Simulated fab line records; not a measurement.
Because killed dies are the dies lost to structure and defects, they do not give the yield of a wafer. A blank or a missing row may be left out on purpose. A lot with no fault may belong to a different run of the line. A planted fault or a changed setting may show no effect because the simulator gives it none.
One fault through the eyes of 3 desks	flow n5_finfet	each desk holds nothing but its own numbers, with what lay behind them at the end

## THE TOOL OWNER'S DESK: rie_si-03
The tool's own readings at N5_STI_FIN_REVEAL_ETCH_34 (etches Si in H2, material Si, target depth 0.97 nm): means of the sampled wafers that have a number, for each lot that ran on this tool. Marked OUT: a lot whose mean sits more than 4 standard deviations from the usual mean, which makes it out of limits; the brackets give that distance.
Columns: A = chamber_pressure_mTorr at N5_STI_FIN_REVEAL_ETCH_34, usual 4.500 mTorr; B = drypump_motor_current_A at N5_STI_FIN_REVEAL_ETCH_34, usual 5.6 A; C = oes_product_au at N5_STI_FIN_REVEAL_ETCH_34, usual 1.002 a.u.; D = throttle_valve_pct at N5_STI_FIN_REVEAL_ETCH_34, usual 26.0 %
lot	first seen here	A	B	C	D
L895	day 5 00:25	4.501	5.7	0.986	26.2
L897	day 5 13:10	4.500	5.7	0.988	26.2
L901	day 6 11:29	4.500	5.6	0.999	26.1
Result from this desk: across the 3 lots, nothing is out of limits.

## AT THE METROLOGY DESK
What the gauges read, lot by lot, whatever tool the lot ran on: means of the sampled wafers that have a number. Marked OUT: a lot whose mean sits more than 4 standard deviations from the usual mean, which makes it out of limits; the brackets give that distance. 7 of its 23 readings are shown: the first one out of limits and those lying furthest out on some lot.
Columns: A = cd_nm at N5_STI_FIN_REVEAL_CD_MEAS_22, usual 6.3 nm; B = IOFF_N at N5_BEOL_M4_RC_MEAS_101, usual 0.17 nA/um; C = IOFF_N_85C at N5_BEOL_M4_RC_MEAS_101, usual 3.3 nA/um; D = IOFF_N_LIN at N5_BEOL_M4_RC_MEAS_101, usual 0.078 nA/um; E = IOFF_N_LONG at N5_BEOL_M4_RC_MEAS_101, usual 5.49e-05 nA/um; F = IOFF_P at N5_BEOL_M4_RC_MEAS_101, usual 0.23 nA/um; G = IOFF_P_LIN at N5_BEOL_M4_RC_MEAS_101, usual 0.102 nA/um
lot	first seen here	A	B	C	D	E	F	G
L886	day 2 20:07	6.4	0.20	3.7	0.088	5.49e-05	0.24	0.107
L895	day 5 01:01	6.3	0.12	2.6	0.061	5.67e-05	0.19	0.095
L897	day 5 13:45	6.4	0.19	3.5	0.084	5.55e-05	0.26	0.120
L899	day 6 00:53	8.2 (+6.2) OUT	0.78 (+13) OUT	11.6 (+11) OUT	0.329 (+15) OUT	8.63e-05 (+13) OUT	0.81 (+11) OUT	0.355 (+14) OUT
L900	day 6 07:04	7.7 (+4.8) OUT	0.81 (+14) OUT	12.5 (+12) OUT	0.370 (+17) OUT	9.37e-05 (+16) OUT	0.75 (+9.7) OUT	0.338 (+13) OUT
L901	day 6 12:04	6.7	0.22	4.0	0.093	5.17e-05	0.26	0.112
L902	day 6 20:29	6.1	0.13	2.6	0.061	5.41e-05	0.16	0.079
L906	day 7 19:52	6.4	0.18	3.6	0.077	5.28e-05	0.22	0.093
This desk's finding: out of limits on L899, L900; first on L899, day 6 00:53 (cd_nm at N5_STI_FIN_REVEAL_CD_MEAS_22). In limits: L886, L895, L897, L901, L902, L906.

## THE DEFECT DESK
Lot by lot, what the route's inspections counted, given as the mean of those sampled wafers with a number. Marked OUT: a lot whose mean sits more than 4 standard deviations from the usual mean, which makes it out of limits; the brackets give that distance.
Columns: A = raw_defect_count at N5_STI_FIN_REVEAL_INSPECT_13, usual 13
lot	first seen here	A
L886	day 2 20:14	12
L895	day 5 01:08	11
L897	day 5 13:52	17
L899	day 6 00:59	20
L900	day 6 07:11	10
L901	day 6 12:11	15
L902	day 6 20:37	14
L906	day 7 19:59	9
Result from this desk: across the 8 lots, nothing is out of limits.

## BROUGHT TOGETHER
At day 6 00:53 the metrology desk could have sounded an alarm, on L899, L900.
The tool owner's desk saw nothing out of limits.
Nothing out of limits was seen by the defect desk.
The tool owner's desk has no number on record for L899, L900.
The defect desk has L899, L900 on record, within its limits.
Every lot named ran N5_STI_FIN_REVEAL_ETCH_34 on rie_si-03.

## WHAT THE SIMULATOR HAD PUT IN
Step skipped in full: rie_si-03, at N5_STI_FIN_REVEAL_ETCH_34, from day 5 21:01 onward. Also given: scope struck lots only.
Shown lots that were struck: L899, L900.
Delay in hours, fault start to first out-of-limits reading, per desk: metrology desk 4.
